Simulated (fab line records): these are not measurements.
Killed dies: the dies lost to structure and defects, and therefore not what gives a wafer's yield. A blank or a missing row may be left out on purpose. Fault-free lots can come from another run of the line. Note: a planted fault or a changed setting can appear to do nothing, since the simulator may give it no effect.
What tool caused it? -- flow nand harc -- route of 1302 steps, sampled at 1 step: 12 lots, 36 wafers

WHAT EACH GAUGE READ, for each wafer
NHARC_A_CHANNEL_HOLE_D2_CD_MEAS_31.
lot,measured,on,cd nm (nm)
L075,day 14 08:58,cd sem-01,91.2 89.9 89.5
L076,day 14 13:07,cd sem-03,89.8 88.7 88.6
L078,day 15 05:40,cd sem-03,90.7 90.4 90.1
L081,day 16 02:02,cd sem-03,89.0 88.5 90.0
L082,day 17 20:13,cd sem-03,91.6 90.1 91.1
L085,day 18 06:42,cd sem-01,90.2 91.6 90.1
L086,day 19 05:35,cd sem-03,89.0 89.0 89.3
L087,day 20 01:47,cd sem-03,89.6 90.0 89.4
L090,day 20 13:09,cd sem-01,89.0 88.4 90.0
L093,day 22 11:19,cd sem-03,89.9 89.2 88.6
L096,day 22 15:19,cd sem-02,89.8 91.4 90.6
L097,day 23 01:31,cd sem-03,89.5 88.6 89.8

WHAT TOOL EACH LOT RAN ON (gives the tool, then ch and the chambers of the sampled wafers, and finally the start)
There is no process step in the record ahead of these readings.

THE ANSWER, worked out from the rows above alone
Rule: usual is defined by the lots themselves. Put in order of their means at a reading, lots are off if they are a third of the lots or fewer, leave a main group of 4 or more, and stand apart from it by a gap of 3 or more times the standard deviation of the main group's means; of several such gaps the widest counts. A main group is skipped when, at the precision printed for the reading in the tables above, its means are all equal. A lot without any number at a reading at which 4 lots or more have one is off too. Where the step has rows for the other lots, those lots are counted as sound.
No lot is off on any of the readings shown, so nothing can be concluded from this.

WHAT THE SIMULATOR HAD INSERTED
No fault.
